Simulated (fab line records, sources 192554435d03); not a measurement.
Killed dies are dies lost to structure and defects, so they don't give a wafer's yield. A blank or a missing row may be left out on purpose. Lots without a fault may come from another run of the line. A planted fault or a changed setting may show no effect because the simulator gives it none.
A struck lot beside a sound one | flow n5_finfet | 43 steps out of a route of 1938
Sound: wafers L185.2, L185.3, L185.6. Struck: wafers L200.2, L200.6. The cause comes at the end.
At each step with rows: each side's tool, then ch and its chambers, then its first start. Under that, the readings that differ: sound wafers | struck wafers | difference of the means | sigmas: that difference in standard deviations of wafers without a fault.
alike: readings whose means differ by less than 2 such deviations, and words and numbers that are the same on both sides. not compared: withheld readings, readings that some wafer has no value for, bounds like >300 that may hide the same value, and numbers for which the record gives no deviation and whose values overlap.
The two part at a step that has a row with sigmas, a row that says differs or no value, or rows on one side only. Numbers that don't overlap but have no deviation are shown without sigmas and don't part them. A reading that every wafer of one side lacks parts them only if that side has two wafers or more.

N5_BEOL_M5_CD_MEAS_28: target cd 30.6 nm, target cd y 20 nm.
  sound on cd_sem-02 ch 0, day 8 06:34; struck on cd_sem-02 ch 0, day 12 05:13
  alike: cd_nm
N5_BEOL_M5_OVL_MEAS_29:
  sound on overlay-02 ch 0, day 8 06:35; struck on overlay-01 ch 0, day 12 05:16
  reading     | sound       | struck    | difference | sigmas
  V4_OVL (nm) | 1.4 0.3 0.4 | -1.3 -0.2 | -1.4       | -2
N5_BEOL_M5_INSPECT_30: inspects for defects (brightfield).
  sound on defect_inspect-01, day 8 06:38; struck on defect_inspect-02, day 12 05:19
  alike: raw_defect_count
then, 6 steps without rows for these wafers: N5_BEOL_M5_DESCUM_33 (chemistry O2, time 7 s); N5_BEOL_M5_ETCH_75 (etches underlayer in N2/H2, target depth 6.5 nm, time 5.2 s); N5_BEOL_M5_ETCH_67 (etches SiARC in CF4, target depth 15.6 nm, time 26 s); N5_BEOL_M5_ETCH_68 (etches SOC in N2/H2, target depth 80 nm, overetch 16 nm, time 120 s); N5_BEOL_M5_STRIP_69 (strips in N2/H2); N5_BEOL_M5_STRIP_76 (strips in N2/H2).
N5_BEOL_M5_VIA_ETCH_34: etches SiCOH lowk in C4F6/O2, target depth 88.3 nm, time 39.2 s.
  sound on rie_diel-03 ch 0,1, day 8 07:04; struck on rie_diel-04 ch 0,1, day 12 06:07
  alike: drypump_motor_current_A, oes_product_au, rf_vpp_V, showerhead_plenum_p_Torr, throttle_valve_pct
  not compared: rf_hours_counter_h
then, 1 step without rows for these wafers: N5_BEOL_M5_STRIP_85 (strips in C4F6/O2).
N5_BEOL_M5_STRIP_36: strips in N2/H2.
  sound on rie_diel-03 ch 0,1, day 8 07:06; struck on rie_diel-04 ch 0,1, day 12 06:10
  alike: drypump_motor_current_A, oes_product_au, rf_vpp_V, showerhead_plenum_p_Torr, throttle_valve_pct
  not compared: rf_hours_counter_h
N5_BEOL_M5_TRENCH_ETCH_37: etches SiCOH lowk in C4F6/O2, target depth 71.652 nm, time 24.7 s.
  sound on rie_diel-03 ch 0,1, day 8 07:08; struck on rie_diel-04 ch 0,1, day 12 06:12
  reading                                    | sound            | struck      | difference | sigmas
  oes_product_au (a.u.)                      | 0.86 0.77 0.76   | 0.64 0.53   | -0.21      | -2
  model.etch.depth_nm (nm)                   | 72.93 73.91 73.1 | 37.26 36.18 | -36.59     |
  model.BEOL_M5.feature_depth_nm (nm)        | 73 74 73.2       | 37.2 36.2   | -36.7      |
  model.TiN_of_BEOL_M5_HM_DEP_02.thk_nm (nm) | 18.2 18.4 18.2   | 18.8 19     | +0.6       |
  alike: drypump_motor_current_A, rf_vpp_V, showerhead_plenum_p_Torr, throttle_valve_pct
  not compared: rf_hours_counter_h
then, 2 steps without rows for these wafers: N5_BEOL_M5_ETCH_41 (etches SiCN in CH3F/O2, target depth 31.5 nm, time 56.7 s); N5_BEOL_M5_STRIP_91 (strips in N2/H2, time 10 s).
N5_BEOL_M5_OCD_MEAS_38:
  sound on ocd-01, day 8 07:18; struck on ocd-02, day 12 06:21
  reading              | sound          | struck    | difference | sigmas
  trench_depth_nm (nm) | 73.5 74.7 73.1 | 37.3 36.3 | -37.0      | -25
then, 4 steps without rows for these wafers: N5_BEOL_M5_HM_STRIP_39 (strips TiN in peroxide tin strip, target depth 25 nm, time 158 s); N5_BEOL_M5_SRD_40 (time 30 s); N5_BEOL_M5_PRECLEAN_42 (cleans in residue remover, time 60 s); N5_BEOL_M5_SRD_43 (time 30 s).
N5_BEOL_M5_CD_MEAS_35: target cd 28 nm, target cd y 24 nm.
  sound on cd_sem-02, day 8 07:28; struck on cd_sem-01, day 12 06:31
  alike: cd_nm
N5_BEOL_M5_CURE_80: cures SiCOH lowk, time 120 s.
  sound on uv_cure-01 ch 0, day 8 07:33; struck on uv_cure-01 ch 2, day 12 06:36
  reading          | sound             | struck      | difference | sigmas
  wafer_temp_C_max | 372.7 372.2 372.8 | 370.8 371.6 | -1.4       | -2
  alike: lamp_power_pct
then, 2 steps without rows for these wafers: N5_BEOL_M5_DEGAS_44 (time 60 s); N5_BEOL_M5_PRE_CLEAN_45 (time 30 s).
N5_BEOL_M5_ALD_86: deposits TaN, pulse time 2 s, purge time 3 s, co reactant purge time 2 s.
  sound on ald_metal-02 ch 0,1,2, day 8 08:00; struck on ald_metal-01 ch 1,2, day 12 06:59
  alike: heater_power_w, precursor_vessel_temp_c
then, 6 steps without rows for these wafers: N5_BEOL_M5_SURFACE_TREAT_87; N5_BEOL_M5_CVD_47 (deposits Co from CCTBA/H2, target thk 3 nm, time 216 s); N5_BEOL_M5_SPUTTER_48 (material Cu, target thk 15 nm, time 27.62 s); N5_BEOL_M5_ANNEAL_49 (time 1800 s); N5_BEOL_M5_SPUTTER_81 (material Cu, target thk 15 nm, time 27.62 s); N5_BEOL_M5_ANNEAL_82 (time 1800 s).
N5_BEOL_M5_SPUTTER_83: material Cu, target thk 15 nm, time 27.62 s.
  sound on pvd_sputter-02, day 8 10:44; struck on pvd_sputter-02, day 12 09:42
  alike: throttle_valve_pct
then, 6 steps without rows for these wafers: N5_BEOL_M5_ANNEAL_84 (time 1800 s); N5_BEOL_M5_SPUTTER_88 (material Cu, target thk 15 nm, time 27.62 s); N5_BEOL_M5_ANNEAL_89 (time 1800 s); N5_BEOL_M5_SPUTTER_90 (material Cu, target thk 4.5 nm, time 8.29 s); N5_BEOL_M5_ECD_50 (material Cu, target thk 300 nm); N5_BEOL_M5_ANNEAL_51 (time 90 s).
N5_BEOL_M5_CMP_52: polishes, stops on SiCOH lowk, t overpolish 6.9 s, target thk 62 nm.
  sound on cmp-02 ch 0,2, day 8 13:27; struck on cmp-03 ch 0,2, day 12 12:26
  reading                                | sound        | struck    | difference | sigmas
  model.Cu_of_BEOL_M5_ECD_50.thk_nm (nm) | 63.4 63.2 63 | 28.4 26.6 | -35.7      |
  alike: motor_current_A, platen_rpm
N5_BEOL_M5_THK_MEAS_53: measures by xrf.
  sound on film_metro-01, day 8 13:43; struck on film_metro-01, day 12 12:40
  reading     | sound          | struck    | difference | sigmas
  M5_THK (nm) | 63.1 63.0 63.3 | 28.1 26.5 | -35.8      | -19
then, 2 steps without rows for these wafers: N5_BEOL_M5_PRE_CLEAN_77 (time 15 s); N5_BEOL_M5_CO_CAP_78 (material Co, precursor CCTBA/H2, target thk 2 nm, time 102.1 s).
N5_BEOL_M5_RS_MEAS_57: measures by four-point-probe.
  sound on film_metro-01, day 8 13:58; struck on film_metro-01, day 12 12:59
  reading        | sound             | struck      | difference | sigmas
  M5_RS (ohm/sq) | 0.375 0.376 0.378 | 1.047 1.141 | +0.718     | +51

WHERE THEY PART
First at N5_BEOL_M5_OVL_MEAS_29; last, within this record, at N5_BEOL_M5_RS_MEAS_57.

WHY: what the simulator had put in
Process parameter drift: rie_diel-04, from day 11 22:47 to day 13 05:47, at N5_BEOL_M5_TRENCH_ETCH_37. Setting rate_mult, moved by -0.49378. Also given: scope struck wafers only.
